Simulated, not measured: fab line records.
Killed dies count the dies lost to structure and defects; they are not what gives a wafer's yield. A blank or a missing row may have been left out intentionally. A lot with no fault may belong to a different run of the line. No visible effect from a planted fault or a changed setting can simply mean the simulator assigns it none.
Which of the tools did it?    flow nand_harc    Sampling: 12 lots, 36 wafers, 4 of 1302 route steps

WHAT THE GAUGES READ, wafer by wafer
NHARC_P_M2_INSPECT_11.
lot   measured      on                 raw_defect_count
L074  day 6 14:56   defect_inspect-01  3 4 3
L077  day 8 00:34   defect_inspect-01  9 1 4
L079  day 8 07:21   defect_inspect-02  0 5 2
L081  day 9 07:40   defect_inspect-02  3 3 2
L083  day 10 01:20  defect_inspect-02  8 12 5
L085  day 10 20:36  defect_inspect-01  10 5 3
L087  day 12 01:55  defect_inspect-01  2 5 3
L088  day 12 15:24  defect_inspect-01  7 4 5
L091  day 13 07:14  defect_inspect-01  2 0 4
L093  day 14 12:55  defect_inspect-02  7 4 6
L095  day 15 00:05  defect_inspect-02  2 4 7
L097  day 15 21:43  defect_inspect-01  0 7 5

TOOL THAT RAN EACH LOT (tool first, then ch and the chambers of the sampled wafers, then the start)
lot   NHARC_P_M1_DESCUM_14                NHARC_P_M1_STRIP_18                 NHARC_P_M1_DEP_33
L074  rie_diel-12 ch 0,3, day 6 10:45     rie_diel-12 ch 0,3, day 6 11:14     pecvd-02 ch 0,1,2, day 6 13:34
L077  rie_diel-06 ch 0,1, day 7 20:35     rie_diel-12 ch 0,1, day 7 20:58     pecvd-02 ch 0,1, day 7 23:21
L079  rie_diel-12 ch 0,1,2, day 8 03:19   rie_diel-12 ch 1,2,3, day 8 03:43   pecvd-01 ch 0,1, day 8 06:03
L081  rie_diel-12 ch 0,2,3, day 9 03:35   rie_diel-06 ch 0,1,3, day 9 03:58   pecvd-01 ch 0,1,2, day 9 06:17
L083  rie_diel-06 ch 1,2, day 9 21:16     rie_diel-06 ch 0,1, day 9 21:39     pecvd-04 ch 0,1,2, day 9 23:59
L085  rie_diel-13 ch 0,1,2, day 10 16:31  rie_diel-06 ch 1,2,3, day 10 16:56  pecvd-01 ch 0,1, day 10 19:14
L087  rie_diel-12 ch 0,2, day 11 21:52    rie_diel-06 ch 0,2, day 11 22:16    pecvd-02 ch 0,1, day 12 00:34
L088  rie_diel-13 ch 0,1,2, day 12 11:19  rie_diel-06 ch 0,2,3, day 12 11:41  pecvd-01 ch 0,1,2, day 12 14:02
L091  rie_diel-12 ch 0,3, day 13 03:07    rie_diel-06 ch 1,3, day 13 03:32    pecvd-04 ch 0,1,2, day 13 05:57
L093  rie_diel-12 ch 0,1,3, day 14 08:42  rie_diel-13 ch 1,2,3, day 14 09:08  pecvd-04 ch 0,1,2, day 14 11:47
L095  rie_diel-13 ch 1,2, day 14 19:55    rie_diel-13 ch 2,3, day 14 20:19    pecvd-04 ch 0,2, day 14 22:48
L097  rie_diel-12 ch 0,1,2, day 15 17:44  rie_diel-06 ch 2,3, day 15 18:07    pecvd-01 ch 1,2, day 15 20:27
- NHARC_P_M1_DESCUM_14: chemistry O2, time 3 s.
- NHARC_P_M1_STRIP_18: strips in N2/H2.
- NHARC_P_M1_DEP_33: deposits SiCN, target thk 30 nm.

THE ANSWER, worked out from the rows above alone
Rule: usual is defined by the lots themselves. The widest of any qualifying gaps counts: lots, ordered by their means at a reading, are off when they make up no more than a third of the lots, leave a main group of 4 or more, and stand apart from it by 3 or more times the standard deviation of that group's means. If all means in a main group match to the digits the tables above print for the reading, that group is not used. A lot without any number at a reading at which 4 lots or more have one is off too. Where the step has rows for the other lots, those lots are counted as sound.
None of the lots is off at any reading shown; this tells nothing.

WHAT THE SIMULATOR HAD INSERTED
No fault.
